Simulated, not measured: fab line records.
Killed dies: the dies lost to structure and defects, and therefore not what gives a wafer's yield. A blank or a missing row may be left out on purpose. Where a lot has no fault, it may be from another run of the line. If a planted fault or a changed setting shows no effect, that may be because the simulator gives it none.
Which tool did it? -- flow n5_finfet -- 18 wafers sampled from 6 lots at 1 step of a route of 1938

## WHAT THE GAUGES SHOWED, per wafer
N5_BEOL_M5_CD_MEAS_11 targets a cd of 27.74 nm.
lot,measured,on,cd_nm (nm)
L750,day 9 00:16,cd_sem-01,28.2 28.5 28.4
L752,day 9 17:32,cd_sem-02,28.1 28.0 28.0
L757,day 10 08:35,cd_sem-03,28.0 28.1 28.2
L759,day 11 06:45,cd_sem-03,28.3 28.3 28.8
L766,day 13 16:58,cd_sem-03,28.5 28.0 28.0
L770,day 14 00:17,cd_sem-02,28.2 28.2 28.2

## EACH LOT AND THE TOOL THAT RAN IT (in order: tool; ch and the chambers of the sampled wafers; start)
The record shows no process step preceding these readings.

## THE ANSWER, worked out from the rows above alone
Rule: the lots themselves supply what counts as usual. The widest of any qualifying gaps counts: lots, ordered by their means at a reading, are off when they make up no more than a third of the lots, leave a main group of 4 or more, and stand apart from it by 3 or more times the standard deviation of that group's means. A main group whose means are all the same, to the digits that the tables above print for the reading, isn't used. Also off: a lot with no number at a reading for which 4 or more lots have one. Any other lot the step has rows for is counted as sound.
No lot is off at any reading shown: from this, nothing can be told.

## WHAT HAD BEEN PUT IN BY THE SIMULATOR
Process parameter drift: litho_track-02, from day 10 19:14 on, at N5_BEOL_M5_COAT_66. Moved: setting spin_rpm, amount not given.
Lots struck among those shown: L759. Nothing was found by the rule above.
